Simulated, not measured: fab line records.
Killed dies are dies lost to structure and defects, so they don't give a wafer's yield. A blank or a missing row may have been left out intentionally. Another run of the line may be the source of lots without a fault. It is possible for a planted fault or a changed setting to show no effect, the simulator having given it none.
A lot that was struck, set against a sound lot ; flow n5_finfet ; 16 out of 1938 route steps
Sound: the wafers L816.1, L816.4, L816.6. Wafers struck: L830.4, L830.5, L830.6. The cause is given at the end.
Per side, at each step with rows, come the tool, then ch with its chambers, and then its first start. Under that, the readings that differ: sound wafers ; struck wafers ; difference of the means ; sigmas: that difference in standard deviations of wafers without a fault.
alike: same words and numbers on both sides, and readings whose means sit less than 2 such deviations apart. not compared: any withheld reading, any reading some wafer has no value for, any bound like >300 that may hide the same value, and any number with overlapping values for which the record gives no deviation.
The two part at a step that has a row with sigmas, a row that says differs or no value, or rows on one side only. When numbers do not overlap yet have no deviation, they are printed without sigmas and do not part them. Lack of a reading on every wafer of one side parts them only where that side has two or more wafers.

N5_BEOL_M3_OCD_MEAS_38:
  sound: ocd-01 at day 7 22:06; struck: ocd-01 at day 11 06:23
  alike: trench_depth_nm
then, 4 steps without rows for these wafers: N5_BEOL_M3_HM_STRIP_39 (strips TiN in peroxide tin strip, target depth 25 nm, time 158 s); N5_BEOL_M3_SRD_40 (time 30 s); N5_BEOL_M3_PRECLEAN_42 (cleans in residue remover, time 60 s); N5_BEOL_M3_SRD_43 (time 30 s).
N5_BEOL_M3_CD_MEAS_35: target cd 18 nm, target cd y 21 nm.
  sound: cd_sem-01 at day 7 22:16; struck: cd_sem-02 at day 11 06:32
  alike: cd_nm
then, 1 step without rows for these wafers: N5_BEOL_M3_DEGAS_44 (time 60 s).
N5_BEOL_M3_PRE_CLEAN_45: time 30 s.
  sound: pvd_sputter-03 at day 7 22:33; struck: pvd_sputter-03 at day 11 07:13
  alike: heater_power_w
N5_BEOL_M3_ALD_84: deposits TaN, pulse time 2 s, purge time 3 s, co reactant purge time 2 s.
  sound on ald_metal-01 ch 0,1, day 7 22:38; struck on ald_metal-02 ch 0,2,3, day 11 07:31
  alike: heater_power_outer_w, heater_power_w
N5_BEOL_M3_SURFACE_TREAT_85:
  sound: pvd_sputter-03 at day 7 22:57; struck: pvd_sputter-03 at day 11 08:01
  not compared: throttle_valve_pct
then, 1 step without rows for these wafers: N5_BEOL_M3_CVD_47 (deposits Co from CCTBA/H2, target thk 3 nm, time 223.8 s).
N5_BEOL_M3_SPUTTER_48: material Cu, target thk 4.5 nm, time 8.29 s.
  sound: pvd_sputter-03 at day 7 23:23; struck: pvd_sputter-02 at day 11 09:28
  alike: throttle_valve_pct
N5_BEOL_M3_ANNEAL_49: time 240 s.
  sound: pvd_sputter-03 at day 7 23:28; struck: pvd_sputter-02 at day 11 09:33
  no value came back on the struck wafers for heater_power_w (W), susceptor_temp_C (C); on the sound wafers heater_power_w (W) reads 1029 716 873
N5_BEOL_M3_SPUTTER_79: material Cu, target thk 4.5 nm, time 8.29 s.
  sound: pvd_sputter-03 at day 7 23:37; struck: pvd_sputter-02 at day 11 09:41
  alike: throttle_valve_pct
N5_BEOL_M4_RC_MEAS_101:
  sound on prober-02 ch 0, day 8 10:47; struck on prober-01 ch 0, day 12 00:11
reading;sound;struck;difference;sigmas
DIBL_N (mV/V);39.1 38.1 40.1;33.9 36.2 36.5;-3.6;-2
  alike: DIBL_P, IOFF_N, IOFF_P, ION_N, ION_P, SS_N, SS_P, VT_N, VT_P
-- here the record skips 4 days between the struck wafers' starts before and after, leaving off in module BEOL_M4 and picking up in module PASSIVATION (first step shown: number 1936 of the route) --
N5_PASSIVATION_PROBE_49:
  sound: prober-01 at day 12 15:53; struck: prober-02 at day 16 08:33
reading;sound;struck;difference;sigmas
killed_at_M4_up;14 7 6;13 13 36;+12;+2
killed_open;51 43 38;80 70 69;+29;+2
  alike: defect_limited_yield, killed_at_M0_to_M3, killed_at_contacts, killed_at_front_end, killed_at_other, killed_dies, killed_short, sort_bin_5_function, sort_bin_6_memory, sort_bin_8_speed, sort_n_pass, sort_yield_pct

WHERE THEY PART
Last at N5_PASSIVATION_PROBE_49 as far as this record goes, first at N5_BEOL_M3_ANNEAL_49.

WHY: the cause the simulator had injected
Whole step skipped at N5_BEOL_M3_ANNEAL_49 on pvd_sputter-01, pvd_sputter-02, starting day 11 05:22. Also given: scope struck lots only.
